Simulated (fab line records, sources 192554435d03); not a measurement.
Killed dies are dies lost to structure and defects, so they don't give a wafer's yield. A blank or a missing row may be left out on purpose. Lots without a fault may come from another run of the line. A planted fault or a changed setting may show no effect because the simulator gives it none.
One fault seen from 2 desks | flow n5_finfet | each desk has only its own numbers; what lay behind them comes last

THE METROLOGY DESK
What the gauges read, lot by lot, whatever tool the lot ran on: means of the sampled wafers that have a number. A lot is out of limits, marked OUT, if its mean lies more than 4 standard deviations from the usual mean; the brackets give that distance. Of its 10 readings 7 are shown: those that lie furthest out on some lot.
Columns: A = DIBL_P at N5_BEOL_M4_RC_MEAS_101, usual 35.8 mV/V; B = IOFF_N at N5_BEOL_M4_RC_MEAS_101, usual 0.15 nA/um; C = IOFF_P at N5_BEOL_M4_RC_MEAS_101, usual 0.21 nA/um; D = ION_N at N5_BEOL_M4_RC_MEAS_101, usual 674 uA/um; E = SS_P at N5_BEOL_M4_RC_MEAS_101, usual 73.1 mV/dec; F = VT_N at N5_BEOL_M4_RC_MEAS_101, usual 250 mV; G = VT_P at N5_BEOL_M4_RC_MEAS_101, usual -251 mV
lot  | first seen here | A    | B    | C    | D   | E    | F   | G
L909 | day 7 16:16     | 35.9 | 0.14 | 0.21 | 673 | 73.3 | 250 | -251
L914 | day 8 17:54     | 36.9 | 0.16 | 0.24 | 677 | 73.2 | 248 | -246
L915 | day 9 17:53     | 37.5 | 0.18 | 0.24 | 683 | 73.1 | 248 | -247
L926 | day 12 07:44    | 36.1 | 0.17 | 0.23 | 683 | 73.1 | 248 | -249
L927 | day 12 15:46    | 31.5 | 0.13 | 0.17 | 668 | 72.3 | 254 | -253
L931 | day 13 22:11    | 37.3 | 0.18 | 0.23 | 689 | 74.0 | 247 | -250
This desk's finding: nothing out of limits on any of the 6 lots.

THE TOOL OWNER'S DESK: pvd_sputter-03
The tool's own readings at N5_BEOL_M1_SPUTTER_90 (material Cu, target thk 4.5 nm, time 8.29 s): means of the sampled wafers that have a number, for each lot that ran on this tool. A lot is out of limits, marked OUT, if its mean lies more than 4 standard deviations from the usual mean; the brackets give that distance.
Columns: A = chamber_pressure_pa at N5_BEOL_M1_SPUTTER_90, usual 0.06999 Pa; B = throttle_valve_pct at N5_BEOL_M1_SPUTTER_90, usual 29.7 %
lot  | first seen here | A                 | B
L909 | day 6 05:32     | 0.06998           | 29.8
L914 | day 7 07:31     | 0.06621 (-25) OUT | 30.1
L915 | day 7 20:07     | 0.06613 (-26) OUT | 30.0
This desk's finding: out of limits on L914, L915; first on L914, day 7 07:31 (chamber_pressure_pa at N5_BEOL_M1_SPUTTER_90). In limits: L909.

PUT TOGETHER
The tool owner's desk could have raised an alarm at day 7 07:31, on L914, L915.
The metrology desk saw nothing out of limits.
The metrology desk has L914, L915 on record, within its limits.
Of the lots named, all ran N5_BEOL_M1_SPUTTER_90 on pvd_sputter-03.

WHAT THE SIMULATOR HAD PUT IN
Process parameter drift: pvd_sputter-03, from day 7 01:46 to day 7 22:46, at N5_BEOL_M1_SPUTTER_90. Setting chamber_pressure_pa, moved by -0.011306, from 0.07. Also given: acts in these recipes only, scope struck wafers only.
Lots struck among those shown: L914, L915.
Hours from the fault's start to each desk's first reading out of limits: the tool owner's desk, 6.
